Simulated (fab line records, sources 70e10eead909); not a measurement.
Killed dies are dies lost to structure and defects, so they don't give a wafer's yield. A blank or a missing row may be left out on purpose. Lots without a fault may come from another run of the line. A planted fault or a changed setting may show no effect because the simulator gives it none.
Chamber matching | flow nand_harc | NHARC_A_M0_STRIP_18 on rie_diel-04: 4 sister chambers
The step strips in N2/H2. 16 wafers are shown with their chamber, then 8 later ones without.

WAFERS WITH THEIR CHAMBER
wafer  | chamber | drypump_motor_current_A (A) | oes_product_au (a.u.) | rf_vpp_V (V)
L074.1 | 2       | 5.34                        | 1.025                 | 91.3
L074.2 | 3       | 5.79                        | 0.996                 | 89.5
L074.5 | 0       | 6.17                        | 1.002                 | 91.7
L077.1 | 1       | 5.55                        | 0.995                 | 91.2
L077.3 | 2       | 5.35                        | 0.997                 | 90.8
L077.5 | 1       | 5.54                        | 0.995                 | 91.3
L078.1 | 1       | 5.54                        | 1.003                 | 90.8
L078.2 | 2       | 5.36                        | 1.011                 | 89.7
L078.5 | 1       | 5.51                        | 1.000                 | 91.0
L079.1 | 2       | 5.38                        | 1.020                 | 90.3
L079.2 | 1       | 5.53                        | 0.986                 | 91.0
L079.5 | 3       | 5.77                        | 1.012                 | 90.4
L081.3 | 2       | 5.35                        | 1.015                 | 91.0
L081.4 | 3       | 5.74                        | 1.016                 | 91.0
L081.6 | 0       | 6.16                        | 1.004                 | 91.1
L082.2 | 2       | 5.35                        | 1.012                 | 90.5

SIGNATURES (means of the wafers above)
reading                 | chamber 0 | chamber 1 | chamber 2 | chamber 3 | scatter within a chamber
drypump_motor_current_A | 6.1650    | 5.5340    | 5.3550    | 5.7667    | 0.0163
oes_product_au          | 1.00300   | 0.99580   | 1.01333   | 1.00800   | 0.00842
rf_vpp_V                | 91.400    | 91.060    | 90.600    | 90.300    | 0.506
Rule: a wafer's distance from a chamber is the root of the sum, over the readings, of the square of ((its reading less the chamber's mean) divided by the reading's scatter). The wafer belongs to the nearest chamber; if the next one is less than 2 further off, it can't be placed. The scatter: the root of (the sum of the squares of (reading less its chamber's mean) over the shown wafers, divided by (wafers less chambers)).

WAFERS WITHOUT THEIR CHAMBER
wafer  | drypump_motor_current_A (A) | oes_product_au (a.u.) | rf_vpp_V (V)
L082.4 | 5.55                        | 0.999                 | 90.9
L082.6 | 5.34                        | 1.010                 | 91.1
L091.1 | 6.16                        | 0.987                 | 91.1
L091.5 | 5.39                        | 1.016                 | 91.2
L091.6 | 5.75                        | 1.005                 | 91.2
L089.2 | 6.15                        | 0.991                 | 91.3
L089.3 | 5.77                        | 1.008                 | 91.5
L089.5 | 5.80                        | 1.000                 | 91.6

WHICH CHAMBER EACH WENT THROUGH
wafer  | from the rows above | in truth
L082.4 | 1                   | 1
L082.6 | 2                   | 2
L091.1 | 0                   | 0
L091.5 | 2                   | 2
L091.6 | 3                   | 3
L089.2 | 0                   | 0
L089.3 | 3                   | 3
L089.5 | 3                   | 3
Placed correctly: 8 of 8. Can't be placed from these rows: 0. Placed wrongly: 0.
